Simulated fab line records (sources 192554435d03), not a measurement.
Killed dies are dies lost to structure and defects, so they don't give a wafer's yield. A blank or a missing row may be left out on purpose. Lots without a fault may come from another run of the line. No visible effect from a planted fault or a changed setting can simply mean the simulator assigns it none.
fab line records -- flow n5Finfet
record lots=9, wafers=27, lastDay=18
route steps=1938 shown BEOL_M4@1111 BEOL_M9@1446 BEOL_M10@1473 PASSIVATION@1936
lots that met no fault: from a run of the same line without faults
startH: the number of hours between the record's first day and the start of the first shown wafer of the lot -- waitH: hours since the lot's step before -- " repeats the value in the row above -- L1.1+2: one row covering several wafers at once -- - either no value or no given start -- * or withheld: withheld -- < > ~ a bound
route shown NAME@n: names a module that has steps shown in the file, with the first one's number in the route -- usual: average and standard deviation across the fault-free wafers -- same: alike in all rows -- chamber/n: place in a boat -- sites: each site's reading -- _std_site: standard deviation of those values -- _edge_site: outer sites' mean less inner sites' -- radiusMm: how far each site lies from the wafer's centre -- mask NAME#n: copy n -- behind: tool/chamber where the wafer was last shaped -- hold: what put the lot on hold/how long, in hours/how the hold closed -- device: whichever transistor did not switch (one of n, p or np) -- end of line: the route-end tests of the same wafers -- for a step that has no rows: nothing shown but its recipe -- killed: count of dies lost to structure and defects at first sort (not the wafer's yield) -- map: per-die view of a wafer (x killed, . not killed, _ where there is no die)
set.NAME: the setting that was run; set.NAME@STEP: the one run at that earlier step -- model.NAME: the simulator's own value behind a step, which no gauge read
the route's steps for a sample of lots (tables are steps, rows are wafers)
services: a tool's chamber out of use, with start hour (startH, from the record's first day; less than 0 if before it), hours out, and reason
## steps
# step N5_BEOL_M4_RC_MEAS_101
# usual DIBL_N=36.1/1.7, DIBL_P=35.9/2.1, IOFF_N=0.154/0.029, IOFF_P=0.21/0.035, ION_N=673/10, ION_P=463/7.5, SS_N=71.6/0.59, SS_P=73.2/0.69, VT_N=250.5/2.9, VT_P=-250/3.2
lot.wafer,tool,chamber,startH,waitH,DIBL_N[mV/V],DIBL_P[mV/V],IOFF_N[nA/um],IOFF_P[nA/um],ION_N[uA/um],ION_P[uA/um],SS_N[mV/dec],SS_P[mV/dec],VT_N[mV],VT_P[mV]
L117.2,prober-01,0,207.37,0.2,36.4,37.0,0.176,0.25,679,468,71.1,73.8,247.4,-247
L117.4,prober-01,0,207.37,0.2,33.6,34.0,0.135,0.20,673,466,70.8,72.3,251.4,-248
L117.5,prober-01,0,207.37,0.2,34.9,35.1,0.156,0.22,679,468,71.6,73.7,251.6,-248
L116.1,prober-02,0,212.08,0.0,35.8,35.7,0.138,0.22,664,461,71.4,72.8,252.6,-250
L116.4,prober-02,0,212.08,0.0,36.5,37.4,0.160,0.24,672,469,71.9,73.1,249.0,-248
L116.5,prober-02,0,212.08,0.0,36.2,37.3,0.155,0.24,674,466,72.1,72.9,246.5,-247
L118.3,prober-01,0,224.41,0.3,38.0,38.1,0.166,0.24,675,465,71.7,73.9,249.4,-245
L118.5,prober-01,0,224.41,0.3,37.1,36.7,0.147,0.21,674,466,71.3,73.9,251.3,-249
L118.6,prober-01,0,224.41,0.3,38.6,38.0,0.166,0.23,669,463,72.2,74.0,250.2,-248
L128.1,prober-01,0,275.23,0.0,38.0,37.8,0.192,0.24,691,469,72.7,73.1,248.7,-248
L128.3,prober-01,0,275.23,0.0,35.1,33.7,0.117,0.17,650,449,71.3,72.9,255.1,-254
L128.6,prober-01,0,275.23,0.0,38.2,37.4,0.187,0.22,687,468,72.1,73.4,246.8,-250
L126.1,prober-01,0,279.59,0.0,35.5,36.0,0.133,0.21,670,466,71.0,73.6,254.2,-249
L126.2,prober-01,0,279.59,0.0,35.6,37.0,0.142,0.23,665,469,70.6,73.3,249.0,-248
L126.4,prober-01,0,279.59,0.0,34.0,34.9,0.113,0.19,665,466,71.3,72.9,253.2,-248
L131.1,prober-02,0,302.65,0.0,34.0,33.3,0.125,0.19,672,465,71.2,71.5,253.6,-254
L131.5,prober-02,0,302.65,0.0,32.3,32.1,0.120,0.19,676,475,70.9,72.4,250.4,-252
L131.6,prober-02,0,302.65,0.0,35.7,34.5,0.151,0.21,667,464,71.7,72.7,248.6,-251
L132.3,prober-02,0,306.34,0.3,36.1,34.5,0.143,0.21,668,466,70.9,72.8,252.3,-247
L132.4,prober-02,0,306.34,0.3,36.5,35.5,0.158,0.22,676,468,71.9,72.2,247.6,-249
L132.5,prober-02,0,306.34,0.3,35.0,33.4,0.135,0.19,677,474,71.2,72.3,251.1,-250
L130.1,prober-02,0,319.23,0.0,35.9,35.2,0.152,0.19,674,460,72.0,72.5,250.7,-249
L130.4,prober-02,0,319.23,0.0,36.0,34.9,0.143,0.19,679,467,72.0,72.0,252.1,-254
L130.6,prober-02,0,319.23,0.0,33.0,30.4,0.097,0.14,644,442,71.3,71.1,255.1,-257
L133.1,prober-01,0,321.65,0.0,36.1,37.7,0.164,0.21,686,467,72.1,73.4,250.2,-251
L133.3,prober-01,0,321.65,0.0,35.4,35.9,0.149,0.18,672,458,71.8,72.7,250.4,-250
L133.6,prober-01,0,321.65,0.0,36.3,37.1,0.156,0.19,677,461,71.9,72.5,249.8,-250
# step N5_BEOL_M9_TRENCH_ETCH_37
# recipe chemistry=C4F6/O2, targetDepthA=1514.3, target=SiCOH_lowk, timeS=49, ionEnergyEv=250, pressureMtorr=30, sourceW=345, biasW=185, Ar_flow_sccm=300, C4F6_flow_sccm=10, O2_flow_sccm=10
# usual drypumpMotorCurrentA=5.7/0.36, oesProductAu=0.80/0.093, rfVppV=662/13, showerheadPlenumPTorr=2.89/0.067, throttleValvePct=20.93/0.24
# same timeS=49
lot.wafer,tool,chamber,startH,waitH,drypumpMotorCurrentA,oesProductAu,rfHoursCounterH,rfVppV,showerheadPlenumPTorr,throttleValvePct
L116.1,rieDiel-02,3,-,-,5.6,0.69,246,673,2.92,20.88
L116.4,rieDiel-02,1,-,-,6.0,0.76,165,678,2.83,20.47
L116.5,rieDiel-02,1,-,-,6.0,0.75,-,677,2.83,20.46
L117.2,rieDiel-03,2,-,-,5.8,0.93,14,641,2.78,20.65
L117.4,rieDiel-03,0,-,-,5.3,0.76,169,660,2.96,20.96
L117.5,rieDiel-03,3,-,-,5.6,0.71,-,645,2.81,21.02
L118.3,rieDiel-02,0,-,-,6.7,0.67,243,649,2.69,21.07
L118.5,rieDiel-02,1,-,-,6.0,0.75,-,678,2.83,20.47
L118.6,rieDiel-02,2,-,-,5.1,0.73,-,666,2.96,21.29
L128.1,rieDiel-02,2,-,-,5.1,0.71,195,665,2.95,21.31
L128.3,rieDiel-02,0,-,-,6.6,0.94,8,658,3.02,20.65
L128.6,rieDiel-02,3,-,-,5.6,0.96,-,673,2.91,20.48
L126.1,rieDiel-03,3,-,-,5.5,0.70,240,641,2.80,21.04
L126.2,rieDiel-03,2,-,-,5.8,0.89,32,642,2.77,20.69
L126.4,rieDiel-03,0,-,-,5.3,0.74,190,661,2.95,20.97
L131.1,rieDiel-06,0,-,-,5.4,0.79,110,671,2.87,20.89
L131.5,rieDiel-06,3,-,-,5.7,0.89,-,639,2.91,20.73
L131.6,rieDiel-06,2,-,-,6.1,0.72,-,671,2.94,21.18
L132.3,rieDiel-06,3,-,-,5.7,0.89,28,641,2.90,20.75
L132.4,rieDiel-06,0,-,-,5.4,0.79,-,672,2.87,20.90
L132.5,rieDiel-06,3,-,-,5.7,0.89,-,640,2.90,20.74
L130.1,rieDiel-03,2,-,-,5.8,0.87,44,641,2.76,20.71
L130.4,rieDiel-03,2,-,-,5.8,0.88,-,641,2.76,20.71
L130.6,rieDiel-03,1,-,-,5.5,0.89,-,661,2.81,20.85
L133.1,rieDiel-06,2,-,-,6.1,0.72,212,669,2.93,21.21
L133.3,rieDiel-06,0,-,-,5.3,0.79,121,669,2.87,20.91
L133.6,rieDiel-06,1,-,-,5.8,0.94,-,677,2.91,20.77
# step N5_BEOL_M9_CMP_52
# recipe stopOn=SiCOH_lowk, tOverpolishS=7, downForcePsi=1, platenRpm=50, clearingPlatenDownForcePsi=1.5, clearingPlatenRpm=50, postCmpClean=cuAlkaline, targetThkNm=140, clearingPlatenPadVelocityMS=0.99484, padVelocityMS=0.99484
# usual barrierFieldEndpointS=28.9/0.84, motorCurrentA=5.8/0.6, overpolishRunS=6.999/0.0091, retainingRingPressureFrac=1.001/0.0057, timeToEndpointS=67/3.7
lot.wafer,tool,chamber,startH,waitH,barrierFieldEndpointS,motorCurrentA,overpolishRunS,retainingRingPressureFrac,timeToEndpointS
L116.4,cmp-04,0,254.25,0.1,28.2,4.7,6.988,1.003,61
L116.1,cmp-04,2,254.25,0.1,27.3,6.4,6.993,1.001,61
L116.5,cmp-04,1,254.25,0.1,29.0,5.0,6.998,0.992,64
L117.4,cmp-02,2,254.71,0.2,28.9,5.6,6.990,0.997,64
L117.2,cmp-02,3,254.71,0.2,28.4,6.2,7.005,1.002,67
L117.5,cmp-02,1,254.71,0.2,29.2,5.9,6.995,0.999,69
L118.3,cmp-01,1,264.73,0.2,29.0,5.0,6.981,1.003,68
L118.6,cmp-01,3,264.73,0.2,30.2,6.4,7.008,1.002,73
L118.5,cmp-01,0,264.73,0.2,30.0,6.6,6.995,1.005,76
L128.1,cmp-01,0,317.37,0.3,30.5,6.5,7.000,1.000,73
L128.3,cmp-01,1,317.37,0.3,29.1,5.2,7.001,1.000,69
L128.6,cmp-01,2,317.37,0.3,28.9,5.7,7.007,1.004,66
L126.2,cmp-02,2,323.01,0.2,28.9,5.6,7.013,1.002,65
L126.1,cmp-02,3,323.01,0.2,29.0,6.0,6.997,1.005,68
L126.4,cmp-02,0,323.01,0.2,29.2,5.9,6.995,0.988,70
L131.1,cmp-01,0,346.69,0.4,30.4,6.5,6.984,0.998,73
L131.5,cmp-01,1,346.69,0.4,29.4,5.4,7.012,1.011,65
L131.6,cmp-01,2,346.69,0.4,28.7,5.8,6.998,1.002,63
L132.4,cmp-01,1,358.30,0.1,28.9,5.2,6.983,0.998,72
L132.3,cmp-01,2,358.30,0.1,28.4,6.1,6.996,0.999,68
L132.5,cmp-01,2,358.30,0.1,27.8,5.9,6.982,1.001,66
L130.1,cmp-04,3,370.25,0.3,29.4,6.1,6.995,0.993,68
L130.4,cmp-04,1,370.25,0.3,30.2,5.2,6.992,1.009,71
L130.6,cmp-04,0,370.25,0.3,29.1,4.9,7.003,1.005,67
L133.1,cmp-04,2,373.94,0.3,28.7,6.2,7.012,1.000,61
L133.3,cmp-04,3,373.94,0.3,28.4,5.9,6.993,1.009,66
L133.6,cmp-04,1,373.94,0.3,29.7,5.3,6.990,0.996,66
# step N5_BEOL_M9_DEP_56
# recipe material=SiCN, targetThkA=150, tempC=withheld, precursor=3MS/NH3, pressureTorr=3, rfW=202, timeS=26.5
# usual chamberPressureTorr=3.001/0.0066, rfFwdPowerW=199.6/0.99, showerheadPlenumPTorr=3.667/0.011, throttleValvePct=8.9/0.68, timeS=26.5/0
lot.wafer,tool,chamber,startH,waitH,chamberPressureTorr,rfFwdPowerW,showerheadPlenumPTorr,sinceWetCleanH,throttleValvePct,timeS
L116.1,pecvd-03,2,254.62,0.0,2.993,198.7,3.669,567,8.0,26.5
L116.4,pecvd-03,2,254.62,0.0,2.995,199.1,3.668,-,8.1,26.5
L116.5,pecvd-03,0,254.62,0.0,2.999,201.2,3.685,-,10.3,26.5
L117.2,pecvd-02,1,255.03,0.0,-,-,-,-,-,-
L117.4,pecvd-02,0,255.03,0.0,-,-,-,-,-,-
L117.5,pecvd-02,2,255.03,0.0,-,-,-,-,-,-
L118.3,pecvd-04,0,265.01,0.0,-,-,-,-,-,-
L118.5,pecvd-04,1,265.01,0.0,-,-,-,-,-,-
L118.6,pecvd-04,0,265.01,0.0,-,-,-,-,-,-
L128.1,pecvd-04,0,317.65,0.0,2.991,200.5,3.662,840,9.0,26.5
L128.3,pecvd-04,1,317.65,0.0,3.000,200.3,3.673,1565,8.7,26.5
L128.6,pecvd-04,2,317.65,0.0,3.004,199.8,3.672,-,8.4,26.5
L126.1,pecvd-04,1,323.36,0.0,2.994,200.4,3.681,1571,8.8,26.5
L126.2,pecvd-04,0,323.36,0.0,2.991,199.9,3.664,846,9.0,26.5
L126.4,pecvd-04,2,323.36,0.0,3.001,199.1,3.689,-,8.8,26.5
L131.1,pecvd-03,0,346.93,0.0,2.994,200.5,3.681,1413,10.1,26.5
L131.5,pecvd-03,2,346.93,0.0,3.001,197.4,3.671,-,8.2,26.5
L131.6,pecvd-03,1,346.93,0.0,3.003,201.2,3.664,-,8.8,26.5
L132.3,pecvd-02,1,358.65,0.0,2.991,199.0,3.653,1788,9.2,26.5
L132.4,pecvd-02,0,358.65,0.0,3.002,199.6,3.665,-,8.5,26.5
L132.5,pecvd-02,2,358.65,0.0,3.008,199.1,3.647,-,9.1,26.5
L130.1,pecvd-02,2,370.61,0.0,3.002,198.5,3.658,320,8.6,26.5
L130.4,pecvd-02,0,370.61,0.0,3.011,199.7,3.677,-,8.9,26.5
L130.6,pecvd-02,1,370.61,0.0,3.003,199.3,3.663,-,8.9,26.5
L133.1,pecvd-04,0,374.28,0.0,3.003,199.4,3.660,897,9.1,26.5
L133.3,pecvd-04,0,374.28,0.0,3.005,198.6,3.661,-,9.2,26.5
L133.6,pecvd-04,2,374.28,0.0,3.000,200.4,3.677,-,8.8,26.5
# step N5_BEOL_M10_PECVD_70
# recipe material=SiO2, targetThkA=200, tempC=400, precursor=TEOS/O2, pressureTorr=5.5, rfW=450, teosFlowSccm=53.8, gas=O2, flowSccm=3000, timeS=22.7
# usual heaterPowerW=727/80, showerheadPlenumPTorr=8.75/0.046, throttleValvePct=22.0/1.3
# same timeS=22.7
lot.wafer,tool,chamber,startH,waitH,heaterPowerW,showerheadPlenumPTorr,sinceWetCleanH,throttleValvePct
L116.1,pecvd-01,0,256.08,0.0,710,8.76,1141,23.8
L116.4,pecvd-01,2,256.08,0.0,794,8.71,-,21.1
L116.5,pecvd-01,2,256.08,0.0,823,8.68,-,20.8
L128.1,pecvd-03,2,318.72,0.0,809,8.80,631,20.1
L128.3,pecvd-03,0,318.72,0.0,668,8.83,1385,25.4
L128.6,pecvd-03,0,318.72,0.0,658,8.82,-,25.3
L126.1,pecvd-02,0,324.65,0.0,798,8.79,1029,21.3
L126.2,pecvd-02,1,324.65,0.0,714,8.75,1754,22.0
L126.4,pecvd-02,0,324.65,0.0,811,8.79,-,21.4
L131.1,pecvd-02,0,348.18,0.0,780,8.79,1052,21.3
L131.5,pecvd-02,1,348.18,0.0,866,8.74,-,22.3
L131.6,pecvd-02,0,348.18,0.0,758,8.80,-,21.3
L132.3,pecvd-02,1,359.52,0.0,823,8.75,1788,21.9
L132.4,pecvd-02,1,359.52,0.0,827,8.74,-,22.2
L132.5,pecvd-02,0,359.52,0.0,777,8.79,-,21.4
L130.1,pecvd-02,2,371.38,0.0,658,8.71,321,21.6
L130.4,pecvd-02,0,371.38,0.0,791,8.77,-,21.1
L130.6,pecvd-02,1,371.38,0.0,728,8.74,-,21.9
L133.1,pecvd-01,1,375.06,0.0,631,8.74,1985,22.5
L133.3,pecvd-01,2,375.06,0.0,796,8.72,504,21.3
L133.6,pecvd-01,2,375.06,0.0,788,8.70,-,21.1
# step N5_PASSIVATION_PROBE_49
# usual defectLimitedYield=91.3/1.4, killed_at_M0_to_M3=34/9.2, killed_at_M4_up=13/5.3, killedAtContacts=12/6, killedAtFrontEnd=39/12, killedAtOther=4/3.3, killedDies=102/17, killedOnRim=13/3.9, killedOpen=67/12, killedShort=34/7.4, sort_bin_5_function=5.1/1, sort_bin_6_memory=3.2/0.6, sortNPass=1078/17, sortYieldPct=91.3/1.4
# same grossDies=1180, killedAtBackSide=0, sort_bin_4_leakage[%]=0, sort_bin_8_speed[%]=0
lot.wafer,tool,chamber,startH,waitH,defectLimitedYield[%],killed_at_M0_to_M3,killed_at_M4_up,killedAtContacts,killedAtFrontEnd,killedAtOther,killedDies,killedOnRim,killedOpen,killedShort,sort_bin_5_function[%],sort_bin_6_memory[%],sortNPass,sortYieldPct[%]
L116.1,prober-01,-,314.35,0.0,87.0,41,21,12,75,4,153,17,105,47,8.2,4.4,1027,87.0
L116.4,prober-01,-,314.50,0.2,88.1,42,11,15,70,3,141,24,89,52,6.9,4.3,1039,88.1
L116.5,prober-01,-,314.55,0.2,89.7,30,11,26,48,6,121,11,87,32,5.8,4.2,1059,89.7
L117.2,prober-01,-,316.87,0.1,0,40,1081,14,40,5,1180,152,78,32,96.8,2.9,0,0
L117.4,prober-01,-,316.97,0.2,0,34,1099,3,44,0,1180,152,67,26,97.0,2.8,0,0
L117.5,prober-01,-,317.02,0.3,0,48,1078,9,45,0,1180,152,74,42,96.1,3.6,0,0
L118.3,prober-02,-,322.06,0.1,0,16,1126,6,26,6,1180,152,41,20,97.7,2.2,0,0
L118.5,prober-02,-,322.16,0.2,0,22,1096,17,43,2,1180,152,65,29,96.8,2.8,0,0
L118.6,prober-02,-,322.21,0.3,0,15,1105,8,44,8,1180,152,56,32,96.9,2.5,0,0
L128.1,prober-01,-,379.69,0.0,92.4,35,15,19,17,4,90,13,59,28,4.4,3.0,1090,92.4
L128.3,prober-01,-,379.79,0.1,90.8,49,11,9,39,0,108,17,71,35,5.3,3.3,1072,90.8
L128.6,prober-01,-,379.94,0.3,90.4,30,17,29,32,5,113,14,67,44,5.2,4.2,1067,90.4
L126.1,prober-02,-,380.76,0.0,91.4,34,9,7,48,4,102,14,61,38,5.2,3.0,1078,91.4
L126.2,prober-02,-,380.81,0.1,89.7,36,27,9,47,2,121,16,72,47,5.8,3.9,1059,89.7
L126.4,prober-02,-,380.91,0.2,92.3,47,6,14,24,0,91,13,62,29,4.6,2.9,1089,92.3
L131.1,prober-01,-,411.35,0.0,90.7,33,22,7,43,5,110,21,68,38,5.7,3.1,1070,90.7
L131.5,prober-01,-,411.55,0.2,89.6,37,14,14,50,8,123,15,71,52,4.6,5.2,1057,89.6
L131.6,prober-01,-,411.60,0.3,91.5,28,13,11,42,6,100,7,73,27,5.3,3.1,1080,91.5
L132.3,prober-02,-,415.11,0.1,90.8,30,15,15,48,1,109,14,77,30,5.3,3.6,1071,90.8
L132.4,prober-02,-,415.16,0.2,90.1,34,13,21,42,7,117,12,73,41,6.6,2.5,1063,90.1
L132.5,prober-02,-,415.21,0.2,90.7,20,14,10,65,1,110,12,73,37,5.9,3.1,1070,90.7
L130.1,prober-01,-,430.09,0.0,92.3,23,7,12,49,0,91,17,56,31,4.2,3.2,1089,92.3
L130.4,prober-01,-,430.24,0.2,90.3,34,20,4,56,1,115,15,73,41,6.2,3.1,1065,90.3
L130.6,prober-01,-,430.34,0.3,89.2,26,10,7,75,9,127,17,64,51,5.8,4.0,1053,89.2
L133.1,prober-01,-,443.16,0.0,89.9,40,9,9,53,8,119,13,80,39,5.3,4.7,1061,89.9
L133.3,prober-01,-,443.26,0.1,91.7,38,8,6,38,8,98,15,59,39,5.1,3.0,1082,91.7
L133.6,prober-01,-,443.41,0.3,93.9,19,12,13,27,1,72,6,45,26,3.0,2.9,1108,93.9
# killed by level:class
L116.1 FIN_SAQP:geometricParticle:open=23 FIN_SAQP:geometricParticle:short=14 BEOL_M4:geometricParticle:open=11 STI_FIN_REVEAL:geometricParticle:open=10 MOL_CONTACT_COAG:geometricParticle:open=9 BEOL_M2:geometricParticle:open=9 BEOL_M0_SAQP:geometricParticle:short=8 BEOL_M0_SAQP:geometricParticle:open=8
L116.4 FIN_SAQP:geometricParticle:open=20 FIN_SAQP:geometricParticle:short=19 STI_FIN_REVEAL:geometricParticle:open=13 BEOL_M1:geometricParticle:open=13 BEOL_M2:geometricParticle:open=12 MOL_CONTACT_COAG:geometricParticle:open=11 BEOL_M0_SAQP:geometricParticle:short=8 MOL_CONTACT_COAG:geometricParticle:short=4
L116.5 MOL_CONTACT_COAG:geometricParticle:open=22 FIN_SAQP:geometricParticle:open=14 FIN_SAQP:geometricParticle:short=10 BEOL_M2:geometricParticle:open=8 BEOL_M0:geometricParticle:open=6 BEOL_M1:geometricParticle:open=6 GATE_CUT:geometricParticle:open=5 GATE_CUT:geometricParticle:short=5
L117.2 BEOL_M9:areaDep=1068 MOL_CONTACT_COAG:geometricParticle:open=13 STI_FIN_REVEAL:geometricParticle:open=11 BEOL_M2:geometricParticle:open=9 BEOL_M0_SAQP:geometricParticle:open=8 BEOL_M2:geometricParticle:short=6 BEOL_M0_SAQP:geometricParticle:short=5 BEOL_M3:geometricParticle:open=5
L117.4 BEOL_M9:areaDep=1087 STI_FIN_REVEAL:geometricParticle:open=19 BEOL_M0_SAQP:geometricParticle:open=8 BEOL_M2:geometricParticle:open=8 BEOL_M0_SAQP:geometricParticle:short=6 FIN_SAQP:geometricParticle:open=4 FIN_SAQP:geometricParticle:short=4 BEOL_M8:geometricParticle:open=4
L117.5 BEOL_M9:areaDep=1064 STI_FIN_REVEAL:geometricParticle:open=22 BEOL_M0_SAQP:geometricParticle:short=18 BEOL_M0_SAQP:geometricParticle:open=10 MOL_CONTACT_COAG:geometricParticle:open=7 BEOL_M1:geometricParticle:open=7 STI_FIN_REVEAL:geometricParticle:short=5 BEOL_M3:geometricParticle:open=4
L118.3 BEOL_M9:areaDep=1118 DUMMY_GATE:geometricParticle:open=5 GATE_CUT:geometricParticle:open=5 BEOL_M0_SAQP:geometricParticle:open=4 BEOL_M1:geometricParticle:open=4 FIN_CUT:geometricParticle:open=3 STI_FIN_REVEAL:geometricParticle:open=3 BEOL_M4:geometricParticle:open=3
L118.5 BEOL_M9:areaDep=1080 MOL_CONTACT_COAG:geometricParticle:open=16 BEOL_M2:geometricParticle:open=9 FIN_SAQP:geometricParticle:short=8 DUMMY_GATE:geometricParticle:open=7 BEOL_M0_SAQP:geometricParticle:open=6 FIN_SAQP:geometricParticle:open=4 BEOL_M4:geometricParticle:open=4
L118.6 BEOL_M9:areaDep=1091 FIN_SAQP:geometricParticle:open=12 FIN_SAQP:geometricParticle:short=11 MOL_CONTACT_COAG:geometricParticle:open=8 BEOL_M4:geometricParticle:open=7 STI_FIN_REVEAL:geometricParticle:open=6 BEOL_M2:geometricParticle:open=4 STARTING-WAFER:geometricParticle:open=3
L128.1 MOL_CONTACT_COAG:geometricParticle:open=14 BEOL_M3:geometricParticle:open=11 FIN_SAQP:geometricParticle:open=4 BEOL_M0_SAQP:geometricParticle:short=4 BEOL_M0_SAQP:geometricParticle:open=4 BEOL_M2:geometricParticle:open=4 BEOL_M5:geometricParticle:open=4 FIN_SAQP:geometricParticle:short=3
L128.3 BEOL_M0_SAQP:geometricParticle:open=19 FIN_SAQP:geometricParticle:short=12 FIN_SAQP:geometricParticle:open=8 BEOL_M0_SAQP:geometricParticle:short=8 STI_FIN_REVEAL:geometricParticle:open=7 BEOL_M3:geometricParticle:open=6 MOL_CONTACT_COAG:geometricParticle:open=5 BEOL_M1:geometricParticle:open=5
L128.6 MOL_CONTACT_COAG:geometricParticle:open=22 FIN_SAQP:geometricParticle:short=11 BEOL_M0_SAQP:geometricParticle:short=10 BEOL_M4:geometricParticle:open=10 BEOL_M2:geometricParticle:open=7 GATE_CUT:geometricParticle:short=6 MOL_CONTACT_COAG:geometricParticle:short=6 BEOL_M3:geometricParticle:open=6
L126.1 FIN_SAQP:geometricParticle:open=14 FIN_SAQP:geometricParticle:short=11 DUMMY_GATE:geometricParticle:open=8 BEOL_M3:geometricParticle:open=8 MOL_CONTACT_COAG:geometricParticle:open=6 BEOL_M0_SAQP:geometricParticle:open=5 BEOL_M0_SAQP:geometricParticle:short=4 BEOL_M1:geometricParticle:short=4
L126.2 BEOL_M4:geometricParticle:open=14 FIN_SAQP:geometricParticle:open=13 BEOL_M0_SAQP:geometricParticle:short=10 FIN_SAQP:geometricParticle:short=9 BEOL_M0_SAQP:geometricParticle:open=8 BEOL_M1:geometricParticle:open=6 BEOL_M1:geometricParticle:short=6 BEOL_M4:geometricParticle:short=6
L126.4 BEOL_M1:geometricParticle:short=15 MOL_CONTACT_COAG:geometricParticle:open=12 BEOL_M2:geometricParticle:open=12 BEOL_M3:geometricParticle:open=9 STI_FIN_REVEAL:geometricParticle:open=6 DUMMY_GATE:geometricParticle:open=6 BEOL_M0:geometricParticle:open=5 FIN_SAQP:geometricParticle:open=4
L131.1 FIN_SAQP:geometricParticle:open=8 STI_FIN_REVEAL:geometricParticle:open=8 BEOL_M0_SAQP:geometricParticle:short=8 BEOL_M4:geometricParticle:open=8 DUMMY_GATE:geometricParticle:open=7 GATE_CUT:geometricParticle:short=7 MOL_CONTACT_COAG:geometricParticle:open=5 BEOL_M3:geometricParticle:open=5
L131.5 FIN_SAQP:geometricParticle:open=10 FIN_SAQP:geometricParticle:short=10 MOL_CONTACT_COAG:geometricParticle:open=9 BEOL_M0_SAQP:geometricParticle:short=9 BEOL_M0_SAQP:geometricParticle:open=7 BEOL_M1:geometricParticle:open=6 BEOL_M3:geometricParticle:open=6 MOL_CONTACT_COAG:geometricParticle:short=5
L131.6 FIN_SAQP:geometricParticle:open=20 MOL_CONTACT_COAG:geometricParticle:open=9 BEOL_M3:geometricParticle:open=9 BEOL_M4:geometricParticle:open=8 BEOL_M0_SAQP:geometricParticle:open=8 BEOL_M0_SAQP:geometricParticle:short=8 FIN_SAQP:geometricParticle:short=5 STI_FIN_REVEAL:geometricParticle:open=4
L132.3 STI_FIN_REVEAL:geometricParticle:open=15 BEOL_M2:geometricParticle:open=13 MOL_CONTACT_COAG:geometricParticle:open=11 FIN_SAQP:geometricParticle:short=8 BEOL_M4:geometricParticle:open=7 FIN_SAQP:geometricParticle:open=6 BEOL_M0_SAQP:geometricParticle:short=6 BEOL_M0_SAQP:geometricParticle:open=5
L132.4 MOL_CONTACT_COAG:geometricParticle:open=18 FIN_SAQP:geometricParticle:short=10 BEOL_M0_SAQP:geometricParticle:short=9 BEOL_M0_SAQP:geometricParticle:open=8 BEOL_M2:geometricParticle:open=7 STI_FIN_REVEAL:geometricParticle:open=6 FIN_SAQP:geometricParticle:open=5 BEOL_M3:geometricParticle:open=5
L132.5 FIN_SAQP:geometricParticle:open=16 FIN_SAQP:geometricParticle:short=14 STI_FIN_REVEAL:geometricParticle:open=10 MOL_CONTACT_COAG:geometricParticle:open=7 BEOL_M3:geometricParticle:open=7 BEOL_M4:geometricParticle:open=6 DUMMY_GATE:geometricParticle:open=5 GATE_CUT:geometricParticle:short=5
L130.1 FIN_SAQP:geometricParticle:open=13 MOL_CONTACT_COAG:geometricParticle:open=10 FIN_SAQP:geometricParticle:short=8 STARTING-WAFER:geometricParticle:open=6 BEOL_M0_SAQP:geometricParticle:short=6 GATE_CUT:geometricParticle:short=5 ILD0:geometricParticle:open=4 BEOL_M0:geometricParticle:open=4
L130.4 FIN_SAQP:geometricParticle:open=12 FIN_SAQP:geometricParticle:short=12 BEOL_M0_SAQP:geometricParticle:short=11 BEOL_M4:geometricParticle:open=10 STI_FIN_REVEAL:geometricParticle:open=8 GATE_CUT:geometricParticle:short=8 BEOL_M1:geometricParticle:open=7 GATE_CUT:geometricParticle:open=6
L130.6 FIN_SAQP:geometricParticle:short=15 STI_FIN_REVEAL:geometricParticle:open=13 GATE_CUT:geometricParticle:short=11 FIN_SAQP:geometricParticle:open=9 BEOL_M0_SAQP:geometricParticle:open=7 HKMG_FIN:areaEtch=7 BEOL_M3:geometricParticle:open=6 ILD0:geometricParticle:short=5
L133.1 FIN_SAQP:geometricParticle:open=20 STI_FIN_REVEAL:geometricParticle:open=13 BEOL_M3:geometricParticle:open=10 BEOL_M0_SAQP:geometricParticle:short=9 MOL_CONTACT_COAG:geometricParticle:open=8 BEOL_M0_SAQP:geometricParticle:open=8 GATE_CUT:geometricParticle:short=5 BEOL_M3:geometricParticle:short=5
L133.3 BEOL_M0_SAQP:geometricParticle:short=10 FIN_SAQP:geometricParticle:short=9 FIN_SAQP:geometricParticle:open=8 BEOL_M0_SAQP:geometricParticle:open=7 BEOL_M3:geometricParticle:open=7 STI_FIN_REVEAL:geometricParticle:open=5 MOL_CONTACT_COAG:geometricParticle:open=5 BEOL_M1:geometricParticle:open=5
L133.6 MOL_CONTACT_COAG:geometricParticle:open=10 FIN_SAQP:geometricParticle:short=8 FIN_SAQP:geometricParticle:open=7 BEOL_M5:geometricParticle:open=4 STI_FIN_REVEAL:geometricParticle:open=3 MOL_CONTACT_COAG:geometricParticle:short=3 BEOL_M0:geometricParticle:open=3 BEOL_M1:geometricParticle:short=3
## services
tool,chamber,startH,hours,kind
cmp-04,-,231.82,1.6,repair
cmp-02,-,233.52,6.2,pm
pecvd-03,1,250.46,5.5,scheduledDown
rieDiel-06,3,250.46,-,clean
rieDiel-06,3,250.46,-,consumableReplace:focusRing
rieDiel-06,3,250.46,18.2,scheduledDown
rieDiel-06,3,250.46,18.2,ventCycle
pecvd-02,2,251.26,2.1,scheduledDown
cmp-02,-,256.17,4.0,pm
rieDiel-02,3,261.39,-,clean
rieDiel-02,3,261.39,-,consumableReplace:focusRing
cmp-04,-,266.31,4.0,pm
pecvd-04,-,269.27,1.5,repair
cmp-04,-,284.64,4.7,pm
pecvd-01,1,284.69,6.8,repair
pecvd-01,-,286.81,3.3,repair
rieDiel-02,-,315.59,2.8,pm
cmp-01,-,320.80,4.0,pm
cmp-01,-,324.80,-,consumableReplace:conditioner
cmp-01,-,324.80,-,consumableReplace:pad
cmp-04,-,331.14,0.2,repair
rieDiel-03,-,343.13,14.6,pm
rieDiel-06,1,352.47,9.0,repair
pecvd-04,1,364.40,29.3,repair
## key
firstSign step=N5_BEOL_M9_DEP_56, reading=toolRecord, direction=missing
effect step=N5_PASSIVATION_PROBE_49, reading=killed_at_M4_up, direction=up, sigmas=99+, usual=13, struck=1098
moreKillsBornAt N5_BEOL_M9_DEP_56@pecvd-04=3289, N5_BEOL_M9_DEP_56@pecvd-02=3219
metAt N5_BEOL_M9_DEP_56
struckLots L117,L118
laterRowsLeftOut L117.2,L117.4,L117.5,L118.3,L118.5,L118.6
notActingAt N5_BEOL_M9_TRENCH_ETCH_37,N5_BEOL_M9_CMP_52,N5_BEOL_M10_PECVD_70
fault kind=skippedStepWhole, tool=pecvd-02,pecvd-04, chamber=-, onsetH=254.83, steps=N5_BEOL_M9_DEP_56, scope=struckLotsOnly
# laterRowsLeftOut: the simulator's readings of these wafers behind a module that went badly wrong aren't trusted and aren't shown, but for the sort
